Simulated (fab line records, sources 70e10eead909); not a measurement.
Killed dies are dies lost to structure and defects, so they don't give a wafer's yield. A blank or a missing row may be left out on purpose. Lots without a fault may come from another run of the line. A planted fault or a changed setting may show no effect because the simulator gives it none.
A struck lot beside a sound one | flow nand_harc | 15 steps out of a route of 1159
Sound: wafers L600.2, L600.3, L600.6. Struck: wafers L605.1, L605.2, L605.3. The cause comes at the end.
At each step with rows: each side's tool, then ch and its chambers, then its first start. Under that, the readings that differ: sound wafers | struck wafers | difference of the means | sigmas: that difference in standard deviations of wafers without a fault.
alike: readings whose means differ by less than 2 such deviations, and words and numbers that are the same on both sides. not compared: withheld readings, readings that some wafer has no value for, bounds like >300 that may hide the same value, and numbers for which the record gives no deviation and whose values overlap.
The two part at a step that has a row with sigmas, a row that says differs or no value, or rows on one side only. Numbers that don't overlap but have no deviation are shown without sigmas and don't part them. A reading that every wafer of one side lacks parts them only if that side has two wafers or more.

first, 3 steps without rows for these wafers: NHARC_A_SLIT_EXPOSE_06 (exposes mask SLIT); NHARC_A_SLIT_PEB_07 (peb time 65 s); NHARC_A_SLIT_DEVELOP_08 (develop time 35 s).
NHARC_A_SLIT_CD_MEAS_09: target cd 300 nm.
  sound on cd_sem-02 ch 0, day 18 11:32; struck on cd_sem-02 ch 0, day 19 12:10
  alike: cd_nm
NHARC_A_SLIT_OVL_MEAS_10:
  sound on overlay-02, day 18 11:37; struck on overlay-01, day 19 12:16
  alike: overlay_x_nm, overlay_y_nm
NHARC_A_SLIT_INSPECT_11:
  sound on defect_inspect-01, day 18 11:40; struck on defect_inspect-01, day 19 12:17
  alike: raw_defect_count
NHARC_A_SLIT_DESCUM_14: chemistry O2, time 3 s.
  sound on rie_diel-10 ch 0,1,2, day 18 11:43; struck on rie_diel-05 ch 1,2,3, day 19 12:22
  alike: drypump_motor_current_A, oes_product_au, rf_vpp_V, showerhead_plenum_p_Torr, throttle_valve_pct
  not compared: rf_hours_counter_h
NHARC_A_SLIT_ETCH_24: etches the open film in CF4/CHF3, target depth 121 nm, time 60.5 s.
  sound on rie_diel-10 ch 1,2,3, day 18 11:53; struck on rie_diel-05 ch 0,1,3, day 19 12:26
  reading                         | sound             | struck            | difference | sigmas
  rf_vpp_V (V)                    | 372.1 373.4 372.9 | 367.9 368.0 369.0 | -4.5       | -2
  showerhead_plenum_p_Torr (Torr) | 1.62 1.67 1.61    | 1.50 1.48 1.55    | -0.12      | -2
  alike: bias_w, cf4_flow_sccm, drypump_motor_current_A, oes_product_au, throttle_valve_pct
  not compared: rf_hours_counter_h
NHARC_A_SLIT_ETCH_15: etches the open film in O2/COS, target depth 3200 nm, time 832 s.
  sound on rie_diel-10 ch 1,2; struck on rie_diel-05 ch 0,1,3
  reading      | sound             | struck            | difference | sigmas
  rf_vpp_V (V) | 315.6 317.4 316.0 | 311.0 312.3 310.9 | -4.9       | -3
  alike: bias_w, chamber_pressure_mTorr, drypump_motor_current_A, oes_product_au, showerhead_plenum_p_Torr, throttle_valve_pct
  not compared: rf_hours_counter_h
then, 1 step without rows for these wafers: NHARC_A_SLIT_ETCH_17 (etches the open film in C4F8/O2/Ar, time 1687.5 s, target depth 10100 nm).
NHARC_A_SLIT_ETCH_26: etches the open film in C4F8/O2/Ar, time 90 s, target depth 400 nm.
  sound on har_etch-02 ch 0,1, day 18 14:01; struck on har_etch-01 ch 0,1, day 19 14:36
  alike: bias_v, c4f8_flow_sccm, drypump_motor_current_A, showerhead_plenum_p_Torr, throttle_valve_pct
  not compared: rf_hours_counter_h
then, 1 step without rows for these wafers: NHARC_A_SLIT_STRIP_28 (strips in O2/COS).
NHARC_A_SLIT_ETCH_29: etches the open film in CF4/O2, target depth 100 nm, overetch 10 nm, time 55 s.
  sound on rie_diel-10 ch 1,2,3, day 18 14:38; struck on rie_diel-10 ch 0,1,3, day 19 15:13
  no value came back on the struck wafers for any of 7 readings (bias_w (W), cf4_flow_sccm (sccm) and others); on the sound wafers bias_w (W) reads 99.8 99.8 100.1
  not compared: rf_hours_counter_h
NHARC_A_SLIT_STRIP_18: strips in O2.
  sound on rie_diel-10 ch 1,2,3; struck on rie_diel-10 ch 1,2,3, day 19 15:17
  alike: drypump_motor_current_A, oes_product_au, rf_vpp_V, showerhead_plenum_p_Torr, throttle_valve_pct
  not compared: rf_hours_counter_h
then, 1 step without rows for these wafers: NHARC_END_SORT_01.

WHERE THEY PART
First at NHARC_A_SLIT_ETCH_24; last, within this record, at NHARC_A_SLIT_ETCH_29. Later steps at which nothing parts them and some readings are alike: NHARC_A_SLIT_STRIP_18.

WHY: what the simulator had put in
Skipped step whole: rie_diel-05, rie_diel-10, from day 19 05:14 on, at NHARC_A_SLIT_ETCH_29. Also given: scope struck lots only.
